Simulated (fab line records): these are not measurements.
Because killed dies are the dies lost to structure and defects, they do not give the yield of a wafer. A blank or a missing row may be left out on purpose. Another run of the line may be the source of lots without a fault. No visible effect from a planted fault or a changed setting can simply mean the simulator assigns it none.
Matching of chambers | flow n5 finfet | N5_FIN_SAQP_FIN_ETCH_36 on rie si-02: 4 sister chambers
The step etches the open film in HBr/Cl2/O2, target depth 120 nm, time 50.4 s. 4 wafers are shown with their chamber, then 12 later ones without.

WAFERS WITH THEIR CHAMBER
wafer  | chamber | throttle valve pct (%)
L088.3 | 0       | 36.29
L090.2 | 3       | 35.94
L090.3 | 1       | 35.94
L090.4 | 2       | 36.40

WAFERS WHOSE CHAMBER IS MISSING
wafer  | throttle valve pct (%)
L091.1 | 35.93
L091.3 | 36.42
L091.6 | 36.25
L092.2 | 36.24
L092.5 | 35.94
L092.6 | 36.26
L093.1 | 36.27
L093.3 | 35.94
L093.6 | 35.95
L094.1 | 36.44
L094.2 | 35.95
L094.3 | 35.96

EACH ONE'S CHAMBER
wafer  | from the rows above     | in truth
L091.1 | can't be placed: 1 or 3 | 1
L091.3 | 2                       | 2
L091.6 | 0                       | 0
L092.2 | 0                       | 0
L092.5 | can't be placed: 1 or 3 | 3
L092.6 | 0                       | 0
L093.1 | 0                       | 0
L093.3 | can't be placed: 1 or 3 | 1
L093.6 | can't be placed: 1 or 3 | 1
L094.1 | 2                       | 2
L094.2 | can't be placed: 1 or 3 | 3
L094.3 | can't be placed: 1 or 3 | 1
6 of 12 placed correctly. Cannot be placed on the basis of these rows: 6; the candidates contain the true chamber in 6. Number placed wrongly: 0.
How it was worked out, from the rows above alone: a wafer's distance from a chamber is the root of the sum, over the readings, of the square of ((its reading less the chamber's mean) divided by the reading's scatter). The wafer belongs to the nearest chamber; if the next one is less than 2 further off, it can't be placed. For every chamber, the mean is computed from those of its wafers that are shown. The scatter (one wafer shown for each chamber): square how far every hidden wafer sits from the nearest shown wafer, average those squares and take the square root.
